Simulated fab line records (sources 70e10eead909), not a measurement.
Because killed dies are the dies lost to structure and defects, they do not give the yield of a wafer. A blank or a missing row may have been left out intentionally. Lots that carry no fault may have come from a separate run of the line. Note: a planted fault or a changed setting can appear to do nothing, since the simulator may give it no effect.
What tool caused it? -- flow nandHarc -- 13 lots, 39 wafers sampled, at 6 steps of a route of 1159

== WHAT EACH GAUGE READ, for each wafer ==
NHARC_P_GATE_CD_MEAS_46 targets a cd of 720 nm.
lot,measured,on,cdNm (nm)
L111,day 5 05:55,cdSem-01,718.5 719.8 716.8
L112,day 5 16:44,cdSem-01,720.5 718.3 719.6
L113,day 5 18:26,cdSem-02,718.2 718.4 717.2
L114,day 6 01:07,cdSem-02,721.3 718.4 720.7
L115,day 6 02:37,cdSem-01,718.4 719.6 719.5
L120,day 7 17:06,cdSem-01,720.1 719.0 719.4
L124,day 8 11:40,cdSem-02,718.1 719.1 719.9
L127,day 9 06:29,cdSem-02,719.2 715.5 717.2
L126,day 9 06:38,cdSem-02,718.2 720.5 719.0
L131,day 9 23:09,cdSem-03,721.5 719.6 721.3
L132,day 10 15:01,cdSem-02,718.7 719.7 720.3
L133,day 10 20:55,cdSem-01,721.3 719.1 717.2
L134,day 11 03:01,cdSem-01,718.1 720.0 717.3

NHARC_P_GATE_CD_MEAS_59 targets a cd of 720 nm.
lot,measured,on,cdNm (nm)
L111,day 5 07:41,cdSem-01,719.6 720.6 718.8
L112,day 5 18:22,cdSem-01,722.5 721.1 721.0
L113,day 5 20:28,cdSem-03,722.9 724.7 723.3
L114,day 6 02:50,cdSem-01,721.6 717.0 717.6
L115,day 6 04:14,cdSem-01,737.9 815.6 756.5
L120,day 7 18:52,cdSem-01,771.9 784.9 840.2
L124,day 8 13:26,cdSem-03,717.5 720.9 718.6
L127,day 9 08:07,cdSem-02,721.7 718.5 720.1
L126,day 9 08:26,cdSem-03,722.2 721.7 724.8
L131,day 10 00:59,cdSem-02,717.7 717.2 719.6
L132,day 10 16:52,cdSem-03,721.8 719.2 719.3
L133,day 10 22:40,cdSem-03,716.3 718.1 718.3
L134,day 11 04:39,cdSem-03,719.0 716.7 716.2

NHARC_END_SORT_01.
lot,measured,on,killedAtArray,killedAtOther,killedAtPeriphery,killedDies,killedOpen,killedShort
L115,day 20 08:23,prober-01,12 16 11,2 0 1,7 68 2,21 84 14,3 4 2,5 2 1
L120,day 21 13:46,prober-01,31 28 32,5 0 3,1 4 225,37 32 260,2 2 4,2 0 3
L126,day 23 07:30,prober-01,24 28 19,1 1 0,0 2 3,25 31 22,2 3 3,3 3 1
L131,day 23 16:56,prober-01,40 30 25,0 0 0,3 2 0,43 32 25,5 5 2,2 3 2

== TOOL THAT RAN EACH LOT (tool first, then ch and the chambers of the sampled wafers, then the start) ==
lot,NHARC_P_GATE_STRIP_101,NHARC_P_GATE_EXPOSE_56,NHARC_P_GATE_STRIP_76
L111,"rieDiel-07 ch 1,3, day 5 04:59","krfScanner-01 ch 0, day 5 07:32","plasmaAsher-02 ch 0,1, day 5 08:30"
L112,"rieDiel-03 ch 0,2,3, day 5 15:48","krfScanner-01 ch 0, day 5 18:13","plasmaAsher-02 ch 0,1, day 5 19:10"
L113,"rieDiel-06 ch 0,2,3, day 5 17:30","krfScanner-03 ch 0, day 5 20:19","plasmaAsher-01 ch 1, day 5 21:16"
L114,"rieDiel-07 ch 1,2, day 6 00:19","krfScanner-03 ch 0, day 6 02:41","plasmaAsher-02 ch 0,1, day 6 03:38"
L115,"rieDiel-06 ch 0,1,3, day 6 01:41","krfScanner-03 ch 0, day 6 04:05","plasmaAsher-01 ch 0, day 6 05:02"
L120,"rieDiel-03 ch 1,2,3, day 7 16:11","krfScanner-03 ch 0, day 7 18:41","plasmaAsher-02 ch 0,1, day 7 19:38"
L124,"rieDiel-03 ch 0,3, day 8 10:45","krfScanner-04 ch 0, day 8 13:16","plasmaAsher-01 ch 0,1, day 8 14:14"
L127,"rieDiel-07 ch 0,3, day 9 05:41","krfScanner-01 ch 0, day 9 07:58","plasmaAsher-01 ch 0,1, day 9 08:54"
L126,"rieDiel-07 ch 0,1,2, day 9 05:43","krfScanner-04 ch 0, day 9 08:16","plasmaAsher-02 ch 0,1, day 9 09:13"
L131,"rieDiel-03 ch 0,3, day 9 22:13","krfScanner-04 ch 0, day 10 00:50","plasmaAsher-01 ch 0,1, day 10 01:50"
L132,"rieDiel-06 ch 0,2, day 10 14:05","krfScanner-04 ch 0, day 10 16:43","plasmaAsher-02 ch 0,1, day 10 17:41"
L133,"rieDiel-03 ch 1,2,3, day 10 20:07","krfScanner-01 ch 0, day 10 22:31","plasmaAsher-01 ch 0,1, day 10 23:29"
L134,"rieDiel-03 ch 0,3, day 11 02:05","krfScanner-01 ch 0, day 11 04:29","plasmaAsher-02 ch 0,1, day 11 05:29"
- NHARC_P_GATE_STRIP_101: strips in O2, time 20 s.
- NHARC_P_GATE_EXPOSE_56: exposes mask P PSD, target cd 720 nm.
- NHARC_P_GATE_STRIP_76: strips in O2.

== AS READ BY THE TOOLS THEMSELVES (means over the sampled wafers that have a number; for cases with no such wafer, the mark the record gives instead) ==
NHARC_P_GATE_STRIP_101.
lot,tool,drypumpMotorCurrentA (A),oesProductAu (a.u.),rfVppV (V),showerheadPlenumPTorr (Torr),throttleValvePct (%)
L111,rieDiel-07,5.5,0.995,58.6,3.75,17.036
L112,rieDiel-03,5.2,1.003,58.1,3.50,17.035
L113,rieDiel-06,5.8,1.007,57.6,3.35,17.047
L114,rieDiel-07,5.5,1.003,58.3,3.71,17.027
L115,rieDiel-06,5.6,0.990,58.0,3.41,17.034
L120,rieDiel-03,5.5,0.991,57.3,3.53,17.042
L124,rieDiel-03,5.5,0.996,57.8,3.43,17.038
L127,rieDiel-07,5.3,1.002,57.2,3.66,17.034
L126,rieDiel-07,5.3,1.001,58.0,3.66,17.036
L131,rieDiel-03,5.5,0.986,57.8,3.42,17.043
L132,rieDiel-06,5.7,1.003,57.2,3.34,17.040
L133,rieDiel-03,5.5,0.995,58.1,3.70,17.030
L134,rieDiel-03,5.5,0.992,59.2,3.59,17.034

NHARC_P_GATE_STRIP_76.
lot,tool,drypumpMotorCurrentA (A),heaterPowerW (W),rfReflPowerW (W)
L111,plasmaAsher-02,5.5,357,29
L112,plasmaAsher-02,5.5,357,28
L113,plasmaAsher-01,5.5,323,15
L114,plasmaAsher-02,5.8,393,24
L115,plasmaAsher-01,6.0,325,31
L120,plasmaAsher-02,5.8,392,25
L124,plasmaAsher-01,5.7,323,21
L127,plasmaAsher-01,5.9,320,26
L126,plasmaAsher-02,5.5,354,29
L131,plasmaAsher-01,5.6,325,20
L132,plasmaAsher-02,5.8,381,24
L133,plasmaAsher-01,5.6,324,20
L134,plasmaAsher-02,5.8,374,24

== THE ANSWER, worked out from the rows above alone ==
Rule: the lots themselves supply what counts as usual. The widest of any qualifying gaps counts: lots, ordered by their means at a reading, are off when they make up no more than a third of the lots, leave a main group of 4 or more, and stand apart from it by 3 or more times the standard deviation of that group's means. A main group whose means are all the same, to the digits that the tables above print for the reading, isn't used. Also off: a lot with no number at a reading for which 4 or more lots have one. Any other lot the step has rows for is counted as sound. First the gauges in route order, then the tools' own readings, where a lot's mean is used as printed above. The first step at which some lot is off is used, and at that step the reading that is off furthest; a lot without a number counts as furthest.
Off, at NHARC_P_GATE_CD_MEAS_59 on cdNm: L115, L120. The main group has a mean of 719.9 nm with a standard deviation of 2.
If a tool, at a process step before that reading, ran all the lots that are off and no sound lot after the first of them, it fits. Those tools and the gauges at NHARC_P_GATE_CD_MEAS_59 are tried in the same way. This does not decide it: 2 tools fit, namely krfScanner-03 at NHARC_P_GATE_EXPOSE_56 and cdSem-01 at NHARC_P_GATE_CD_MEAS_59.

== WHAT THE SIMULATOR PUT IN ==
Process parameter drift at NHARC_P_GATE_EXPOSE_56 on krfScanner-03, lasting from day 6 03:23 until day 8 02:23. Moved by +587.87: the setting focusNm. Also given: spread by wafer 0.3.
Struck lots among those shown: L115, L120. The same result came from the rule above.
